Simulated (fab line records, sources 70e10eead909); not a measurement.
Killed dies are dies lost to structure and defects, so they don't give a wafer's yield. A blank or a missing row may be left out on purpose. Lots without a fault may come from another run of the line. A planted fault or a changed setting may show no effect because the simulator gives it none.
Which tool did it? | flow nand_harc | 12 lots, 36 wafers sampled, at 5 steps of a route of 1302

WHAT THE GAUGES READ, wafer by wafer
NHARC_A_CONTACT_INSPECT_71.
lot  | measured     | on                | raw_defect_count
L075 | day 22 16:02 | defect_inspect-01 | 90 105 114
L076 | day 23 08:15 | defect_inspect-02 | 112 125 117
L079 | day 23 11:22 | defect_inspect-02 | 122 111 99
L080 | day 24 17:58 | defect_inspect-01 | 112 117 115
L083 | day 25 05:11 | defect_inspect-02 | 112 147 114
L085 | day 26 07:03 | defect_inspect-01 | 100 97 80
L089 | day 27 10:22 | defect_inspect-02 | 76 87 81
L087 | day 27 14:44 | defect_inspect-02 | 106 92 94
L091 | day 28 19:41 | defect_inspect-02 | 104 109 90
L093 | day 29 22:20 | defect_inspect-01 | 65 72 66
L095 | day 31 02:44 | defect_inspect-01 | 18 22 19
L097 | day 31 14:04 | defect_inspect-02 | 91 78 77

WHICH TOOL RAN EACH LOT (tool, then ch and the chambers of the sampled wafers, then the start)
lot  | NHARC_A_CONTACT_ETCH_48            | NHARC_A_CONTACT_ETCH_51                       | NHARC_A_CONTACT_ETCH_116             | NHARC_A_CONTACT_DEP_58
L075 | rie_diel-13 ch 1,2, day 22 04:56   | rie_diel-13 ch 0,2, day 22 07:37 or earlier   | har_cap_etch-02 ch 0,1, day 22 07:37 | pecvd-03 ch 1,2, day 22 15:13
L076 | rie_diel-07 ch 1,2, day 22 18:11   | rie_diel-07 ch 0,1, day 22 20:52 or earlier   | har_cap_etch-01 ch 0,1, day 22 20:52 | pecvd-03 ch 0,1,2, day 23 07:26
L079 | rie_diel-04 ch 1,2,3, day 22 23:01 | rie_diel-04 ch 1,3, day 23 01:41 or earlier   | har_cap_etch-02 ch 0,1, day 23 01:41 | pecvd-01 ch 1,2, day 23 10:42
L080 | rie_diel-07 ch 1,2, day 24 04:04   | rie_diel-07 ch 1,3, day 24 07:25 or earlier   | har_cap_etch-03 ch 1, day 24 07:25   | pecvd-03 ch 0,1, day 24 17:08
L083 | rie_diel-13 ch 0,2, day 24 18:28   | rie_diel-13 ch 0,3, day 24 21:49 or earlier   | har_cap_etch-02 ch 0,1, day 24 21:49 | pecvd-02 ch 1,2, day 25 04:23
L085 | rie_diel-07 ch 0,1,2, day 25 20:29 | rie_diel-07 ch 0,1,3, day 25 23:05 or earlier | har_cap_etch-03 ch 0,1, day 25 23:05 | pecvd-01 ch 0,1, day 26 06:16
L089 | rie_diel-07 ch 1,3, day 27 00:10   | rie_diel-07 ch 0,1,2, day 27 02:49 or earlier | har_cap_etch-02 ch 0,1, day 27 02:49 | pecvd-03 ch 0,2, day 27 09:32
L087 | rie_diel-07 ch 1,2, day 27 04:49   | rie_diel-07 ch 1,2, day 27 07:28 or earlier   | har_cap_etch-01 ch 0,1, day 27 07:28 | pecvd-03 ch 1,2, day 27 14:04
L091 | rie_diel-13 ch 1,3, day 28 08:49   | rie_diel-13 ch 0,1, day 28 11:45 or earlier   | har_cap_etch-03 ch 0,1, day 28 11:45 | pecvd-01 ch 0,1,2, day 28 19:02
L093 | rie_diel-07 ch 1,2,3, day 29 11:29 | rie_diel-07 ch 0,1,3, day 29 14:05 or earlier | har_cap_etch-02 ch 0,1, day 29 14:05 | pecvd-02 ch 0,2, day 29 21:37
L095 | rie_diel-07 ch 0,1,2, day 30 14:13 | rie_diel-07 ch 0,1,2, day 30 17:07 or earlier | har_cap_etch-02 ch 0,1, day 30 17:07 | pecvd-01 ch 0,1, day 31 01:53
L097 | rie_diel-04 ch 1,2,3, day 31 04:03 | rie_diel-04 ch 0,2,3, day 31 06:40 or earlier | har_cap_etch-02 ch 0,1, day 31 06:40 | pecvd-02 ch 0,1,2, day 31 13:20
- NHARC_A_CONTACT_ETCH_48: etches the open film in CF4, target depth 39 nm, time 65 s.
- NHARC_A_CONTACT_ETCH_51: etches the open film in O2/COS, target depth 7000 nm, time 1820 s.
- NHARC_A_CONTACT_ETCH_116: etches the open film in C4F8/O2/Ar, time 190 s, target depth 1850 nm.
- NHARC_A_CONTACT_DEP_58: deposits SiON, target thk 90 nm.

THE ANSWER, worked out from the rows above alone
Rule: what is usual is taken from the lots themselves. Put in order of their means at a reading, lots are off if they are a third of the lots or fewer, leave a main group of 4 or more, and stand apart from it by a gap of 3 or more times the standard deviation of the main group's means; of several such gaps the widest counts. A main group whose means are all the same, to the digits that the tables above print for the reading, isn't used. A lot without any number at a reading at which 4 lots or more have one is off too. The other lots that the step has rows for count as sound.
No lot is off at any reading shown: from this, nothing can be told.

WHAT THE SIMULATOR HAD PUT IN
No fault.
